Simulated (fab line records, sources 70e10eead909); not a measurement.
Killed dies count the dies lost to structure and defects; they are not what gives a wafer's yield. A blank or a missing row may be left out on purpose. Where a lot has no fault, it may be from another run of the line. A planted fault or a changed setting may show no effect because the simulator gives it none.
A lot that was struck, set against a sound lot -- flow nandHarc -- 14 out of 1302 route steps
Sound: wafers L976.1, L976.4, L976.5. The struck wafers were L973.1, L973.2, L973.4. The cause is given at the end.
Per side, at each step with rows, come the tool, then ch with its chambers, and then its first start. Under that, the readings that differ: sound wafers -- struck wafers -- difference of the means -- sigmas: that difference in standard deviations of wafers without a fault.
alike: a reading whose means differ by less than 2 such deviations, as well as words and numbers matching on both sides. not compared: withheld readings; readings where some wafer has no value; bounds like >300 that might hide an equal value; numbers whose values overlap and for which the record gives no deviation.
A row with sigmas, a row that says differs or no value, or rows on one side alone: a step with any of these is where the two part. When numbers do not overlap yet have no deviation, they are printed without sigmas and do not part them. A reading missing from all wafers of one side parts the sides only when that side holds two or more wafers.

first, 1 step without rows for these wafers: NHARC_A_CHANNEL_HOLE_D1_SRD_29.
NHARC_A_CHANNEL_HOLE_D1_CD_MEAS_30:
  sound on cdSem-02, day 17 07:32; struck on cdSem-01, day 16 02:54
  alike: cdNm
NHARC_A_CHANNEL_HOLE_D1_XSEM_31:
  sound on xsem-01 ch 0, day 17 07:38; struck on xsem-02 ch 0, day 16 02:59
  alike: botCdNm, bowNm, tiltDeg
NHARC_A_CHANNEL_HOLE_D1_INSPECT_40:
  sound on defectInspect-01, day 17 07:44; struck on defectInspect-01, day 16 03:05
  alike: rawDefectCount
then, 2 steps without rows for these wafers: NHARC_A_CHANNEL_FILL_D1_PRECLEAN_00 (cleans in SC1); NHARC_A_CHANNEL_FILL_D1_SRD_01.
NHARC_A_CHANNEL_FILL_D1_ALD_02: deposits SiO2, target thk 6 nm, pulse time 10 s, ald cycles 60.
  sound on aldHk-04 ch 0,1,3, day 17 07:55; struck on aldHk-01 ch 0,1,3, day 16 03:17
  alike: heaterPowerW, precursorPulseHeightRel
then, 1 step without rows for these wafers: NHARC_A_CHANNEL_FILL_D1_ALD_03 (deposits SiNx, target thk 6 nm, pulse time 60 s, ald cycles 58).
NHARC_A_CHANNEL_FILL_D1_ALD_14: deposits SiO2, target thk 2.5 nm, pulse time 10 s, ald cycles 25.
  sound on aldHk-01 ch 1,2,3, day 17 15:03; struck on aldHk-02 ch 0,1,3, day 16 10:20
  alike: heaterPowerW, precursorPulseHeightRel
NHARC_A_CHANNEL_FILL_D1_ALD_15: deposits SiNx, target thk 2 nm, pulse time 60 s, ald cycles 19.
  sound: aldSinBatch-02 ch 0; struck: aldSinBatch-01 ch 0
  alike: precursorPulseHeightRel
then, 2 steps without rows for these wafers: NHARC_A_CHANNEL_FILL_D1_ALD_16 (deposits SiO2, target thk 1.5 nm, pulse time 10 s, ald cycles 15); NHARC_A_CHANNEL_FILL_D1_ANNEAL_17 (time 1800 s).
NHARC_A_CHANNEL_FILL_D1_CVD_18: deposits poly-Si, target thk 3 nm.
  sound on lpcvdPoly-02 ch 0, day 18 05:50; struck on lpcvdPoly-03, day 17 01:24
  no value came back on the struck wafers for spikeTcBottomC (C), spikeTcCentreC (C), tubeCenterTempC (C); on the sound wafers spikeTcBottomC (C) reads 571.5 572.9 572.5
NHARC_A_CHANNEL_FILL_D1_ETCHBACK_19: etches the open film in HBr/Cl2, target depth 5 nm, time 1.7 s.
  sound on rieSi-06 ch 0,2,3, day 18 07:54; struck on rieSi-04 ch 0,1,3, day 17 03:31
  alike: drypumpMotorCurrentA, oesProductAu, throttleValvePct
  not compared: rfHoursCounterH

WHERE THEY PART
At NHARC_A_CHANNEL_FILL_D1_CVD_18 and nowhere else, as far as this record goes. Later steps at which nothing parts them and some readings are alike: NHARC_A_CHANNEL_FILL_D1_ETCHBACK_19.

WHY: what had been put in by the simulator
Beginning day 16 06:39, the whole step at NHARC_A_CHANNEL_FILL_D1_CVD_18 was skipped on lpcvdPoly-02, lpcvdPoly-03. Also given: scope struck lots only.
